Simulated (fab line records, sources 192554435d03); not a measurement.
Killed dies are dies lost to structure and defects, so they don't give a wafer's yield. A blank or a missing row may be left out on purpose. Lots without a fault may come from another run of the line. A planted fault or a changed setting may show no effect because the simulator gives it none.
One fault seen from 3 desks | flow n5_finfet | each desk has only its own numbers; what lay behind them comes last

THE TOOL OWNER'S DESK: rie_diel-04
The tool's own readings at N5_BEOL_M8_TRENCH_ETCH_37 (etches SiCOH lowk in C4F6/O2, target depth 93.478 nm, time 31.2 s): means of the sampled wafers that have a number, for each lot that ran on this tool. A lot is out of limits, marked OUT, if its mean lies more than 4 standard deviations from the usual mean; the brackets give that distance.
Columns: A = bias_w at N5_BEOL_M8_TRENCH_ETCH_37, usual 185.0 W; B = chamber_pressure_mTorr at N5_BEOL_M8_TRENCH_ETCH_37, usual 30.000 mTorr; C = drypump_motor_current_A at N5_BEOL_M8_TRENCH_ETCH_37, usual 5.5 A; D = oes_product_au at N5_BEOL_M8_TRENCH_ETCH_37, usual 0.75 a.u.; E = rf_vpp_V at N5_BEOL_M8_TRENCH_ETCH_37, usual 667 V; F = showerhead_plenum_p_Torr at N5_BEOL_M8_TRENCH_ETCH_37, usual 2.83 Torr; G = throttle_valve_pct at N5_BEOL_M8_TRENCH_ETCH_37, usual 20.93 %
lot  | first seen here | A                | B      | C   | D    | E   | F    | G
L270 | day 12 12:23    | 184.9            | 30.028 | 5.6 | 0.68 | 666 | 2.77 | 21.09
L268 | day 12 21:17    | 190.2 (+9.2) OUT | 29.983 | 5.6 | 0.68 | 679 | 2.77 | 21.10
L272 | day 12 21:47    | 189.4 (+7.9) OUT | 30.012 | 5.4 | 0.72 | 685 | 2.72 | 20.96
This desk's finding: out of limits on L268, L272; first on L268, day 12 21:17 (bias_w at N5_BEOL_M8_TRENCH_ETCH_37). In limits: L270.

THE DEFECT DESK
What the inspections along the route counted, lot by lot: means of the sampled wafers that have a number. A lot is out of limits, marked OUT, if its mean lies more than 4 standard deviations from the usual mean; the brackets give that distance.
Columns: A = raw_defect_count at N5_BEOL_M8_INSPECT_30, usual 401
lot  | first seen here | A
L261 | day 9 21:16     | 346
L270 | day 12 12:05    | 363
L268 | day 12 20:46    | 480
L272 | day 12 20:55    | 504
L280 | day 14 17:47    | 321
L279 | day 14 17:57    | 398
This desk's finding: nothing out of limits on any of the 6 lots.

THE METROLOGY DESK
What the gauges read, lot by lot, whatever tool the lot ran on: means of the sampled wafers that have a number. A lot is out of limits, marked OUT, if its mean lies more than 4 standard deviations from the usual mean; the brackets give that distance.
Columns: A = cd_nm at N5_BEOL_M8_CD_MEAS_28, usual 40.04 nm; B = V7_OVL at N5_BEOL_M8_OVL_MEAS_29, usual 0.0 nm
lot  | first seen here | A     | B
L261 | day 9 21:11     | 39.98 | 0.4
L270 | day 12 11:59    | 39.78 | 0.8
L268 | day 12 20:40    | 39.90 | 0.8
L272 | day 12 20:50    | 40.00 | 0.1
L280 | day 14 17:41    | 39.72 | -0.5
L279 | day 14 17:52    | 40.09 | -0.5
This desk's finding: nothing out of limits on any of the 6 lots.

PUT TOGETHER
The tool owner's desk could have raised an alarm at day 12 21:17, on L268, L272.
The defect desk saw nothing out of limits.
The metrology desk saw nothing out of limits.
The defect desk has L268, L272 on record, within its limits.
The metrology desk has L268, L272 on record, within its limits.
Of the lots named, all ran N5_BEOL_M8_TRENCH_ETCH_37 on rie_diel-04.

WHAT THE SIMULATOR HAD PUT IN
Process parameter drift: rie_diel-04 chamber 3, from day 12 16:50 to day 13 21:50, at N5_BEOL_M8_TRENCH_ETCH_37. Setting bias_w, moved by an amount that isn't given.
Lots struck among those shown: L268, L272.
Hours from the fault's start to each desk's first reading out of limits: the tool owner's desk, 4.
